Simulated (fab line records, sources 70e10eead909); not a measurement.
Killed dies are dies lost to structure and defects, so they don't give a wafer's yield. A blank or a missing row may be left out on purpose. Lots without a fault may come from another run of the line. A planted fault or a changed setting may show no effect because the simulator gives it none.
Which tool did it? | flow nand_harc | 13 lots, 39 wafers sampled, at 1 step of a route of 1302

WHAT THE GAUGES READ, wafer by wafer
NHARC_THIN_TSV_CD_MEAS_12: target cd 1000 nm. Usual: cd_nm 999.9 nm, standard deviation 1.6.
lot  | measured     | on        | cd_nm (nm)           | flag
L583 | day 24 01:25 | cd_sem-02 | 999.9 1001.0 1000.9  |
L584 | day 24 08:42 | cd_sem-02 | 997.9 997.3 996.9    |
L585 | day 24 09:49 | cd_sem-02 | 1000.0 1000.6 998.8  |
L582 | day 24 11:07 | cd_sem-01 | 998.9 998.5 1000.0   |
L586 | day 25 04:11 | cd_sem-01 | 999.0 997.4 999.2    |
L587 | day 25 11:55 | cd_sem-02 | 1002.6 1003.6 1001.5 |
L590 | day 26 21:56 | cd_sem-01 | 999.7 999.1 998.5    |
L593 | day 28 20:37 | cd_sem-03 | 998.2 999.1 1001.0   |
L592 | day 28 23:45 | cd_sem-01 | 1002.2 1000.4 1000.8 |
L598 | day 30 12:57 | cd_sem-01 | 999.9 999.5 1002.9   |
L600 | day 31 13:59 | cd_sem-02 | 999.8 999.7 1001.3   |
L603 | day 32 05:01 | cd_sem-02 | 1000.3 998.7 998.8   |
L605 | day 33 11:29 | cd_sem-01 | 999.6 1002.1 999.2   |

WHICH TOOL RAN EACH LOT (tool, then ch and the chambers of the sampled wafers, then the start)
The record holds no process step before these readings.

WHAT THE TOOLS THEMSELVES READ (means of the sampled wafers that have a number; where no wafer has one, the mark that the record gives instead)
The record holds no such reading with a usual standard deviation.

THE ANSWER, worked out from the rows above alone
Rule: a lot is off if the mean of its wafers that have a number lies more than 3 standard deviations from the usual mean. A lot without any number at a reading at which 4 lots or more have one is off too. The other lots that the step has rows for count as sound. The gauges are gone through in route order, then the tools' own readings, and for those a lot's mean is taken as printed above. The first step at which some lot is off is used, and at that step the reading that is off furthest; a lot without a number counts as furthest.
No lot is off at any reading shown: from this, nothing can be told.

WHAT THE SIMULATOR HAD PUT IN
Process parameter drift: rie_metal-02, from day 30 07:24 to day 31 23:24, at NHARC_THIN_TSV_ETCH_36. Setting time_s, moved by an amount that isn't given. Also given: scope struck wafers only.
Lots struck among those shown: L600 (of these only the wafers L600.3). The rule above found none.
